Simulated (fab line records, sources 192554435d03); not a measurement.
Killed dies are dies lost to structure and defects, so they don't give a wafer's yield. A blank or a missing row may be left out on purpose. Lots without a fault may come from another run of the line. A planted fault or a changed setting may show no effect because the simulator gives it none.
fab line records | flow n5_finfet
record lots=6 wafers=18 last_day=17
route steps=1938 shown HKMG_FIN@391 BEOL_M4@1111
lots that met no fault: from a run of the same line without faults
start_h: hours from the record's first day to the start of the lot's first wafer shown | wait_h: hours since the lot's step before | " the same as in the row above | L1.1+2: a row that stands for several wafers | - no value, or no start given | * or withheld: withheld | < > ~ a bound
route shown NAME@n: a module of which the file shows steps, and the number in the route of the first | usual: mean/standard deviation of fault-free wafers | same: alike in all rows | chamber/n: place in a boat | sites: the reading at each site | _std_site: their standard deviation | _edge_site: outer sites' mean less inner sites' | radius_mm: how far each site lies from the wafer's centre | mask NAME#n: copy n | behind: the tool/chamber that last shaped the wafer | hold: why the lot was held/for how many hours/how that ended | device: the transistor (n, p or np) that didn't switch | end of line: the same wafers' tests at the end of the route | a step without rows: its recipe alone | killed: dies lost to structure and defects at the first sort, not the wafer's yield | map: a wafer's dies, x killed, . not, _ none there
set.NAME: the setting as run; set.NAME@STEP: as run at that earlier step | model.NAME: the simulator's own value behind a step, which no gauge read
lots at some steps of the route; a table a step, a row a wafer
services: from which hour (start_h, from the record's first day; less than 0 if before it) a tool's chamber was out of use, for how many hours, and why
## steps
# step N5_HKMG_FIN_COAT_42
# recipe resist=SiARC temp_c=220 time_s=60 spin_rpm=1500 resist_thk_nm=35
# step N5_HKMG_FIN_COAT_43
# recipe resist=CAR-ArF spin_rpm=1500 resist_thk_nm=90
# step N5_HKMG_FIN_EBR_45
# recipe solvent=PGMEA ebr_width_mm=1.5
# step N5_HKMG_FIN_SOFTBAKE_44
# recipe temp_c=110 time_s=60 resist=CAR-ArF
# step N5_HKMG_FIN_EXPOSE_46
# recipe mask_id=NDIPOLE na=1.35 source_shape=conventional sigma_outer=0.8 polarization=unpolarized dose_mj=40
# step N5_HKMG_FIN_PEB_47
# recipe peb_temp_c=withheld peb_time_s=60 resist=CAR-ArF
# step N5_HKMG_FIN_DEVELOP_48
# recipe develop_time_s=30 developer=TMAH resist=CAR-ArF rinse_liquid=diw dry=air_spin dev_temp_c=23
# step N5_HKMG_FIN_CD_MEAS_49
# recipe target_cd_nm=202 landing_energy_ev=500 detector=se_inlens polarity=opening
# usual cd_nm=201.7/0.54
# columns lot.wafer tool chamber start_h wait_h cd_nm
L607.2 cd_sem-02 0 102.44 - 201.5
L607.4 " 0 " " 201.9
L607.5 " 0 " " 202.9
L612.2 cd_sem-02 0 124.97 - 201.1
L612.5 " 0 " " 201.3
L612.6 " 0 " " 201.0
L616.1 cd_sem-02 0 153.17 - 201.2
L616.2 " 0 " " 201.5
L616.6 " 0 " " 202.0
L617.2 cd_sem-01 0 160.66 - 201.5
L617.4 " 0 " " 201.6
L617.6 " 0 " " 201.8
L623.4 cd_sem-02 0 195.15 - 201.6
L623.5 " 0 " " 202.1
L623.6 " 0 " " 201.5
L626.2 cd_sem-01 0 208.72 - 200.8
L626.4 " 0 " " 201.8
L626.6 " 0 " " 200.2
# step N5_HKMG_FIN_OVL_MEAS_50
# recipe points_per_wafer=44
# usual NDIPOLE_OVL=-0.4/0.69
# columns lot.wafer tool chamber start_h wait_h NDIPOLE_OVL[nm]
L607.2 overlay-02 0 102.47 0.0 0.2
L607.4 " 0 " " -0.2
L607.5 " 0 " " -0.5
L612.2 overlay-02 0 125.00 0.0 -0.5
L612.5 " 0 " " -0.2
L612.6 " 0 " " 0.0
L616.1 overlay-01 0 153.20 0.0 -0.9
L616.2 " 0 " " -0.2
L616.6 " 0 " " -0.1
L617.2 overlay-02 0 160.69 0.0 -0.5
L617.4 " 0 " " -0.2
L617.6 " 0 " " -0.1
L623.4 overlay-01 0 195.18 0.0 0.8
L623.5 " 0 " " -0.3
L623.6 " 0 " " -0.4
L626.2 overlay-02 0 208.75 0.0 -0.8
L626.4 " 0 " " -1.5
L626.6 " 0 " " -0.6
# step N5_HKMG_FIN_INSPECT_61
# recipe mode=adi inspect_instrument=macro
# usual raw_defect_count=1.9/1.5
# columns lot.wafer tool chamber start_h wait_h raw_defect_count
L607.2 defect_inspect-02 - 102.49 0.0 2
L607.4 " - " " 2
L607.5 " - " " 4
L612.2 defect_inspect-01 - 125.02 0.0 2
L612.5 " - " " 5
L612.6 " - " " 0
L616.1 defect_inspect-01 - 153.22 0.0 2
L616.2 " - " " 1
L616.6 " - " " 4
L617.2 defect_inspect-02 - 160.72 0.0 3
L617.4 " - " " 1
L617.6 " - " " 1
L623.4 defect_inspect-01 - 195.20 0.0 0
L623.5 " - " " 2
L623.6 " - " " 0
L626.2 defect_inspect-02 - 208.77 0.0 4
L626.4 " - " " 4
L626.6 " - " " 3
# step N5_HKMG_FIN_DESCUM_53
# recipe chemistry=O2 time_s=7.9 source_power_w=50 bias_power_w=20 pressure_mtorr=20 rf_frequency_hz=2.712e+07 temp_c=40 resist=CAR-ArF o2_flow_sccm=225
# usual chamber_pressure_mTorr=19.999/0.02 drypump_motor_current_A=5.7/0.46 oes_product_au=0.78/0.06 rf_vpp_V=243.8/1.1 showerhead_plenum_p_Torr=2.13/0.049 throttle_valve_pct=20.53/0.25
# columns lot.wafer tool chamber start_h wait_h chamber_pressure_mTorr drypump_motor_current_A oes_product_au rf_hours_counter_h rf_vpp_V showerhead_plenum_p_Torr throttle_valve_pct
L607.2 rie_diel-06 2 102.53 0.0 20.013 5.5 0.81 85 243.9 2.10 20.22
L607.4 " 0 " " 20.009 6.4 0.72 172 243.5 2.09 20.85
L607.5 " 0 " " 20.009 6.4 0.72 - 242.9 2.09 20.84
L612.2 rie_diel-05 1 125.06 0.0 20.000 6.2 0.87 62 243.2 2.13 20.59
L612.5 " 2 " " 19.984 4.9 0.75 - 246.2 2.18 20.13
L612.6 " 3 " " 20.009 5.5 0.84 - 245.1 2.24 20.34
L616.1 rie_diel-05 3 153.26 0.0 19.992 5.5 0.83 79 245.6 2.23 20.38
L616.2 " 0 " " 19.986 5.5 0.79 107 243.2 2.11 20.70
L616.6 " 1 " " 19.965 6.2 0.85 - 244.2 2.13 20.59
L617.2 rie_diel-05 3 160.76 0.0 20.035 5.4 0.82 82 243.8 2.23 20.37
L617.4 " 2 " " 19.998 4.9 0.74 180 244.4 2.17 20.14
L617.6 " 2 " " 20.003 4.9 0.73 - 244.7 2.17 20.16
L623.4 rie_diel-06 0 195.78 0.6 20.016 6.4 0.69 208 244.2 2.08 20.89
L623.5 " 2 " " 20.061 5.5 0.77 - 243.0 2.09 20.26
L623.6 " 3 " " 20.016 5.7 0.81 - 243.7 2.12 20.63
L626.2 rie_diel-02 0 208.81 0.0 19.962 6.5 0.86 64 246.0 2.20 20.35
L626.4 " 2 " " 19.973 5.1 0.72 198 243.0 2.09 20.97
L626.6 " 0 " " 19.989 6.5 0.85 - 244.4 2.20 20.35
# step N5_HKMG_FIN_ETCH_54
# recipe chemistry=CF4 target=SiARC target_depth_a=455 mask_material=CAR-ArF time_s=75.8 ion_energy_ev=80 pressure_mtorr=40 source_w=545 bias_w=36 Ar_flow_sccm=100 cf4_flow_sccm=100 ends=cleared
# usual chamber_pressure_mTorr=40.00/0.039 drypump_motor_current_A=5.7/0.47 etch_rf_on_time_s=75.0/1.3 oes_product_au=0.67/0.05 rf_vpp_V=184.4/0.95 showerhead_plenum_p_Torr=2.18/0.041 throttle_valve_pct=15.67/0.21
# columns lot.wafer tool chamber start_h wait_h chamber_pressure_mTorr drypump_motor_current_A etch_rf_on_time_s oes_product_au rf_hours_counter_h rf_vpp_V showerhead_plenum_p_Torr throttle_valve_pct
L607.2 rie_diel-06 2 102.56 0.0 39.99 5.5 75.6 0.70 85 184.2 2.17 15.47
L607.4 " 0 " " 39.95 6.4 75.6 0.62 172 183.6 2.13 15.89
L607.5 " 0 " " 40.07 6.4 75.6 0.62 - 184.8 2.13 15.89
L612.2 rie_diel-05 1 125.09 0.0 39.98 6.2 74.8 0.73 62 186.0 2.18 15.64
L612.5 " 2 " " 40.01 4.9 76.1 0.64 - 184.6 2.22 15.37
L612.6 " 3 " " 40.01 5.5 76.1 0.72 - 183.7 2.25 15.35
L616.1 rie_diel-05 3 153.29 0.0 39.96 5.5 76.6 0.71 79 184.4 2.25 15.35
L616.2 " 0 " " 39.99 5.5 72.9 0.69 107 183.6 2.16 15.85
L616.6 " 1 " " 39.89 6.2 75.3 0.72 - 184.4 2.17 15.65
L617.2 rie_diel-05 3 160.79 0.0 40.02 5.5 75.7 0.71 82 185.6 2.25 15.37
L617.4 " 2 " " 40.00 4.9 76.8 0.62 180 183.4 2.21 15.40
L617.6 " 2 " " 40.01 4.9 77.1 0.63 - 186.2 2.21 15.39
L623.4 rie_diel-06 0 195.82 0.0 39.97 6.4 75.8 0.60 208 183.3 2.12 15.96
L623.5 " 2 " " 39.99 5.5 76.5 0.66 - 183.6 2.15 15.54
L623.6 " 3 " " 40.08 5.7 73.9 0.70 - 183.4 2.16 15.70
L626.2 rie_diel-02 0 208.84 0.0 40.03 6.5 75.2 0.72 64 185.5 2.24 15.57
L626.4 " 2 " " 40.09 5.1 77.8 0.60 198 184.5 2.14 16.08
L626.6 " 0 " " 39.99 6.5 74.8 0.73 - 186.3 2.24 15.57
# step N5_HKMG_FIN_ETCH_55
# recipe chemistry=N2/H2 target=SOC target_depth_a=2400 temp_c=40 time_s=300 ion_energy_ev=200 mask_material=SiARC pressure_mtorr=30 source_w=840 bias_w=150 n2_flow_sccm=200 h2_flow_sccm=200
# usual chamber_pressure_mTorr=30.000/0.029 drypump_motor_current_A=5.8/0.46 oes_product_au=0.78/0.06 rf_vpp_V=525.2/1.7 showerhead_plenum_p_Torr=2.59/0.057 throttle_valve_pct=17.90/0.21
# columns lot.wafer tool chamber start_h wait_h chamber_pressure_mTorr drypump_motor_current_A oes_product_au rf_hours_counter_h rf_vpp_V showerhead_plenum_p_Torr throttle_valve_pct model.HKMG_FIN.feature_depth_nm model.etch.depth_nm model.SiARC_of_HKMG_FIN_COAT_42.thk_nm
L607.2 rie_diel-06 2 102.62 0.0 30.015 5.5 0.80 85 525.4 2.57 17.71 237.2 237.2 21.2
L607.4 " 0 " " 29.977 6.4 0.72 172 522.5 2.53 18.23 238.6 238.7 21.4
L607.5 " 0 " " 29.979 6.4 0.72 - 523.1 2.53 18.24 239.2 239.2 21.4
L612.2 rie_diel-05 1 125.15 0.0 30.004 6.2 0.87 62 524.0 2.58 17.94 247.4 247.3 20.4
L612.5 " 2 " " 29.944 4.9 0.75 - 526.7 2.65 17.62 238.2 238.3 21.2
L612.6 " 3 " " 29.974 5.5 0.85 - 527.7 2.67 17.56 241.2 241.1 21.4
L616.1 rie_diel-05 3 153.35 0.0 29.984 5.4 0.76 80 527.7 2.67 17.57 207.6 207.7 23.4
L616.2 " 0 " " 30.003 5.5 0.74 107 525.7 2.55 17.89 218.4 218.4 22.2
L616.6 " 1 " " 30.015 6.2 0.79 - 525.9 2.57 17.94 215.6 215.7 22.4
L617.2 rie_diel-05 3 160.85 0.0 29.962 5.5 0.75 82 528.8 2.67 17.58 207.4 207.4 23.4
L617.4 " 2 " " 30.013 4.9 0.67 180 527.2 2.64 17.63 204.8 204.8 23.2
L617.6 " 2 " " 30.019 4.9 0.68 - 525.8 2.64 17.64 206.6 206.6 23.2
L623.4 rie_diel-06 0 195.87 0.0 30.014 6.4 0.70 208 523.3 2.51 18.28 240 240 21.4
L623.5 " 2 " " 29.937 5.5 0.77 - 524.3 2.56 17.81 236.2 236.3 21.6
L623.6 " 3 " " 30.018 5.7 0.83 - 523.5 2.56 17.97 244.4 244.3 20.4
L626.2 rie_diel-02 0 208.90 0.0 30.046 6.5 0.85 64 527.4 2.71 17.99 243.6 243.6 21.2
L626.4 " 2 " " 29.985 5.1 0.71 198 524.5 2.51 18.18 234.8 234.8 21.8
L626.6 " 0 " " 29.978 6.5 0.86 - 528.6 2.71 17.99 245.4 245.3 21
# step N5_HKMG_FIN_STRIP_56
# recipe chemistry=N2/H2 temp_c=40 n2_flow_sccm=200 h2_flow_sccm=200 rf_frequency_hz=6e+07
# step N5_BEOL_M4_RC_MEAS_101
# usual DIBL_N=35.9/1.6 DIBL_P=35.6/2.1 IOFF_N=0.149/0.029 IOFF_P=0.20/0.033 ION_N=671/11 ION_P=460/7.3 SS_N=71.4/0.62 SS_P=73.2/0.65 VT_N=251/3.1 VT_P=-251/3.4
# columns lot.wafer tool chamber start_h wait_h DIBL_N[mV/V] DIBL_P[mV/V] IOFF_N[nA/um] IOFF_P[nA/um] ION_N[uA/um] ION_P[uA/um] SS_N[mV/dec] SS_P[mV/dec] VT_N[mV] VT_P[mV]
L607.2 prober-02 0 193.12 0.2 36.4 37.4 0.163 0.22 670 460 71.7 73.4 249 -250
L607.4 " 0 " " 34.3 35.2 0.145 0.20 671 462 70.9 73.4 251 -251
L607.5 " 0 " " 33.6 33.6 0.123 0.17 662 452 72.0 72.4 256 -255
L612.2 prober-01 0 222.77 0.2 35.2 35.6 0.148 0.20 677 470 70.5 73.3 251 -247
L612.5 " 0 " " 34.3 34.7 0.128 0.19 666 459 70.7 73.2 254 -249
L612.6 " 0 " " 34.4 34.8 0.140 0.19 675 461 71.5 73.0 252 -252
L616.1 prober-01 0 246.60 0.0 34.1 31.6 0.125 0.17 665 459 71.2 72.4 250 -253
L616.2 " 0 " " 35.4 34.4 0.139 0.21 665 465 71.1 73.7 250 -249
L616.6 " 0 " " 33.1 31.5 0.106 0.16 668 457 70.7 72.6 253 -251
L617.2 prober-02 0 254.39 0.2 35.6 36.1 0.141 0.19 671 457 71.3 73.5 253 -251
L617.4 " 0 " " 39.2 39.5 0.203 0.25 683 461 72.8 74.5 250 -250
L617.6 " 0 " " 35.9 36.3 0.152 0.20 669 465 71.5 73.1 251 -251
L623.4 prober-01 0 283.83 0.5 35.0 33.9 0.123 0.19 661 459 72.3 73.0 254 -252
L623.5 " 0 " " 34.4 33.4 0.119 0.18 657 459 71.1 72.4 254 -251
L623.6 " 0 " " 35.0 34.5 0.129 0.21 673 470 71.4 72.9 252 -250
L626.2 prober-02 0 303.91 0.2 39.4 39.3 0.237 0.26 691 466 73.0 74.6 247 -247
L626.4 " 0 " " 33.0 32.5 0.124 0.16 677 458 70.6 72.5 251 -251
L626.6 " 0 " " 36.5 35.8 0.169 0.20 688 464 71.6 73.4 249 -251
## services
# columns tool chamber start_h hours kind
rie_diel-06 3 91.74 2.4 repair
rie_diel-02 - 156.72 16.8 repair
rie_diel-06 1 161.09 4.9 repair
rie_diel-05 2 164.28 5.6 repair
## key
first_sign none at tools or gauges
model_effect step=N5_HKMG_FIN_ETCH_55 value=HKMG_FIN.feature_depth_nm without=243.1 struck=210.1
met_at N5_HKMG_FIN_ETCH_55
struck_wafers L616.1,L616.2,L616.6,L617.2,L617.4,L617.6
onset_between 125.15 153.35
also_fits N5_HKMG_FIN_DESCUM_53:rie_diel-05,N5_HKMG_FIN_ETCH_54:rie_diel-05
fault kind=process_parameter_drift tool=rie_diel-05 chamber=- onset_h=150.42 steps=N5_HKMG_FIN_ETCH_55 channel=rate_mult offset=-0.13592 shape=step end_h=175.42
